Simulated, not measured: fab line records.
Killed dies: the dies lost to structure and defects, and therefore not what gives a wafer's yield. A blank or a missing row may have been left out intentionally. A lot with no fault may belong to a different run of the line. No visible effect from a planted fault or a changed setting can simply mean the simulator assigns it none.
Matching of chambers | flow n5Finfet | 4 sister chambers for N5_BEOL_M6_ETCH_62 on rieDiel-03
The step etches SOC in N2/H2, target depth 110 nm, overetch 22 nm, time 165 s. 4 wafers are shown with their chamber, then 7 later ones without.

== EACH WAFER AND ITS CHAMBER ==
wafer  | chamber | drypumpMotorCurrentA (A)
L089.2 | 2       | 5.2
L089.6 | 0       | 5.7
L092.1 | 1       | 5.2
L092.2 | 3       | 6.5

== WAFERS WHOSE CHAMBER IS MISSING ==
wafer  | drypumpMotorCurrentA (A)
L092.6 | 6.5
L093.1 | 5.3
L093.4 | 5.6
L093.6 | 5.3
L097.2 | 5.7
L097.3 | 5.3
L097.6 | 6.5

== WHICH CHAMBER EACH ONE RAN IN ==
wafer  | from the rows above     | in truth
L092.6 | 3                       | 3
L093.1 | can't be placed: 1 or 2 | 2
L093.4 | 0                       | 0
L093.6 | can't be placed: 1 or 2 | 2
L097.2 | 0                       | 0
L097.3 | can't be placed: 1 or 2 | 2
L097.6 | 3                       | 3
Correct placement for 4 of the 7. From these rows, 3 cannot be placed; in 3 the true chamber is one of the candidates. 0 placed wrongly.
How it was worked out, from the rows above alone: a wafer's distance from a chamber is the root of the sum, over the readings, of the square of ((its reading less the chamber's mean) divided by the reading's scatter). The wafer belongs to the nearest chamber; if the next one is less than 2 further off, it can't be placed. Each chamber's mean is taken over the wafers shown for it. The scatter (one wafer shown for each chamber): square how far every hidden wafer sits from the nearest shown wafer, average those squares and take the square root.
